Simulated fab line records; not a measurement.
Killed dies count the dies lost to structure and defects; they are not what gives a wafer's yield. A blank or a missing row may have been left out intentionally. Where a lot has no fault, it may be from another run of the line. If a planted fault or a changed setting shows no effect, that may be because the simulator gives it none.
Matching of chambers	flow n5Finfet	N5_DUMMY_GATE_TRIM_49 on rieSi-05: 4 sister chambers
The step chemistry O2, time 29 s, target cd 14 nm. 20 wafers are shown with their chamber, then 9 later ones without.

== WAFERS, EACH WITH ITS CHAMBER ==
wafer	chamber	throttleValvePct (%)	drypumpMotorCurrentA (A)	heBacksideLeakSccm (sccm)
L074.1	3	8.29	5.8	2.6
L074.4	2	8.20	6.4	3.4
L074.6	3	8.27	5.8	2.7
L076.1	2	8.20	6.4	3.3
L076.3	1	8.07	6.2	2.9
L076.6	0	7.98	5.2	2.6
L080.1	1	8.05	6.1	2.9
L080.5	2	8.20	6.3	3.4
L081.1	3	8.30	5.9	2.6
L081.2	0	7.98	5.3	2.5
L081.4	1	8.07	6.2	2.8
L090.3	2	8.17	6.4	3.4
L090.4	1	8.06	6.1	2.8
L090.6	1	8.06	6.1	2.8
L092.1	0	7.98	5.3	2.4
L092.2	2	8.21	6.4	3.5
L092.5	0	8.00	5.2	2.4
L094.2	3	8.28	5.8	2.6
L094.3	0	7.99	5.3	2.6
L094.6	0	7.99	5.3	2.5

SIGNATURES (means of the wafers above)
reading	chamber 0	chamber 1	chamber 2	chamber 3	scatter within a chamber
throttleValvePct	7.9867	8.0620	8.1960	8.2850	0.0113
drypumpMotorCurrentA	5.267	6.140	6.380	5.825	0.0505
heBacksideLeakSccm	2.500	2.840	3.400	2.625	0.0705
Rule: a wafer lies at a distance from a chamber equal to the root of the sum of squares, over the readings, of (its reading less the chamber's mean, divided by the reading's scatter). If the next closest chamber is less than 2 further off than the closest, the wafer can't be placed; otherwise it belongs to the closest. The scatter is the square root of a quotient: the sum, over the shown wafers, of each reading's squared deviation from its chamber's mean, divided by wafers minus chambers.

== WAFERS MISSING THEIR CHAMBER ==
wafer	throttleValvePct (%)	drypumpMotorCurrentA (A)	heBacksideLeakSccm (sccm)
L095.2	8.06	6.1	2.8
L095.5	8.27	5.8	2.7
L095.6	8.20	6.4	3.3
L096.4	8.25	5.8	2.7
L096.5	7.98	5.2	2.4
L096.6	8.07	6.1	2.9
L097.2	8.21	6.4	3.6
L097.3	8.06	6.1	2.9
L097.6	8.27	5.8	2.7

== THE CHAMBER EACH PASSED THROUGH ==
wafer	from the rows above	in truth
L095.2	1	1
L095.5	3	3
L095.6	2	2
L096.4	3	3
L096.5	0	0
L096.6	1	1
L097.2	2	2
L097.3	1	1
L097.6	3	3
Placed correctly: 9 of 9. Left unplaced by these rows: 0. Number placed wrongly: 0.
